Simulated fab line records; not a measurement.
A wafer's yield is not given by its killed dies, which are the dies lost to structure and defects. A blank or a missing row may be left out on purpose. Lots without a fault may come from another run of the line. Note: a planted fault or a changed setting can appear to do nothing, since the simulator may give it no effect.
Matching of chambers -- flow nandHarc -- aldHk-03 running NHARC_A_WL_FILL_ALD_10: 4 sister chambers
The step deposits SiO2, target thk 50 nm, pulse time 10 s, ald cycles 500. 18 wafers are shown with their chamber, then 9 later ones without.

## EACH WAFER AND ITS CHAMBER
wafer,chamber,heaterPowerW (W),precursorPulseHeightRel
L074.1,2,596,0.976
L074.3,1,512,0.994
L074.4,0,454,0.974
L076.1,2,569,1.008
L076.2,1,515,1.026
L076.3,3,447,0.990
L080.3,0,450,1.016
L080.1,1,492,0.992
L080.6,3,446,0.988
L086.1,3,450,1.027
L086.4,2,555,1.008
L086.5,0,449,1.031
L089.2,1,525,1.015
L089.5,3,445,0.987
L089.6,2,551,0.994
L087.1,0,446,0.984
L087.2,1,540,0.995
L087.4,2,551,0.950

SIGNATURES, as means of the wafers listed above
reading,chamber 0,chamber 1,chamber 2,chamber 3,scatter within a chamber
heaterPowerW,449.75,516.80,564.40,447.00,14
precursorPulseHeightRel,1.00125,1.00440,0.98720,0.99800,0.0217
Rule: for a wafer and a chamber, the distance is found by dividing, reading by reading, the gap between the wafer's reading and the chamber's mean by the reading's scatter, squaring, summing and taking the root. The wafer belongs to the nearest chamber; if the next one is less than 2 further off, it can't be placed. The scatter: the root of (the sum of the squares of (reading less its chamber's mean) over the shown wafers, divided by (wafers less chambers)).

## WAFERS WITH NO CHAMBER GIVEN
wafer,heaterPowerW (W),precursorPulseHeightRel
L087.3,433,1.005
L087.5,448,1.005
L087.6,537,1.000
L094.1,441,0.994
L094.2,455,1.004
L094.3,556,1.023
L097.1,519,1.028
L097.5,442,0.987
L097.6,444,1.002

## CHAMBER TAKEN BY EACH
wafer,from the rows above,in truth
L087.3,can't be placed: 3 or 0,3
L087.5,can't be placed: 0 or 3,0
L087.6,can't be placed: 1 or 2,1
L094.1,can't be placed: 3 or 0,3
L094.2,can't be placed: 0 or 3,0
L094.3,can't be placed: 2 or 1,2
L097.1,1,1
L097.5,can't be placed: 3 or 0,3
L097.6,can't be placed: 3 or 0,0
Correctly placed: 1 of 9. Not placeable from these rows: 8 (in 8, the candidates include the true chamber). 0 placed wrongly.
